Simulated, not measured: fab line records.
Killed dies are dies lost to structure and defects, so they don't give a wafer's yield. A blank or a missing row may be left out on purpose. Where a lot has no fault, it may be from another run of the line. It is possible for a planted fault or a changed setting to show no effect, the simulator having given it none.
Matching of chambers	flow n5Finfet	N5_HKMG_FIN_ETCH_86 on rieDiel-02: 4 sister chambers
The step etches SOC in N2/H2, stops on TiN, target depth 393.2 nm. 8 wafers are shown with their chamber, then 9 later ones without.

## WAFERS PAIRED WITH THEIR CHAMBERS
wafer	chamber	showerheadPlenumPTorr (Torr)	drypumpMotorCurrentA (A)
L074.2	3	2.46	5.9
L074.4	0	2.41	5.5
L084.3	3	2.45	5.8
L084.6	0	2.40	5.5
L085.5	2	2.67	6.1
L088.2	1	2.63	6.5
L088.3	2	2.67	6.1
L088.5	1	2.63	6.5

## WAFERS WHOSE CHAMBER IS MISSING
wafer	showerheadPlenumPTorr (Torr)	drypumpMotorCurrentA (A)
L090.1	2.44	5.9
L090.2	2.67	6.1
L090.3	2.63	6.5
L091.3	2.44	5.9
L091.4	2.63	6.5
L091.6	2.66	6.1
L095.1	2.66	6.1
L095.2	2.62	6.5
L095.3	2.71	5.5

## CHAMBER TAKEN BY EACH
wafer	from the rows above	in truth
L090.1	3	3
L090.2	2	2
L090.3	1	1
L091.3	3	3
L091.4	1	1
L091.6	2	2
L095.1	2	2
L095.2	1	1
L095.3	2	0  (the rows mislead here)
8 of 9 placed correctly. Number that these rows cannot place: 0. 1 placed wrongly.
How it was worked out, from the rows above alone: a wafer's distance from a chamber is the root of the sum, over the readings, of the square of ((its reading less the chamber's mean) divided by the reading's scatter). The wafer belongs to the nearest chamber; if the next one is less than 2 further off, it can't be placed. The mean given for a chamber averages the wafers shown for that chamber. How the scatter is found: for the shown wafers, subtract from each reading the mean of its chamber, square and add these, divide the total by (wafers less chambers), then take the root.
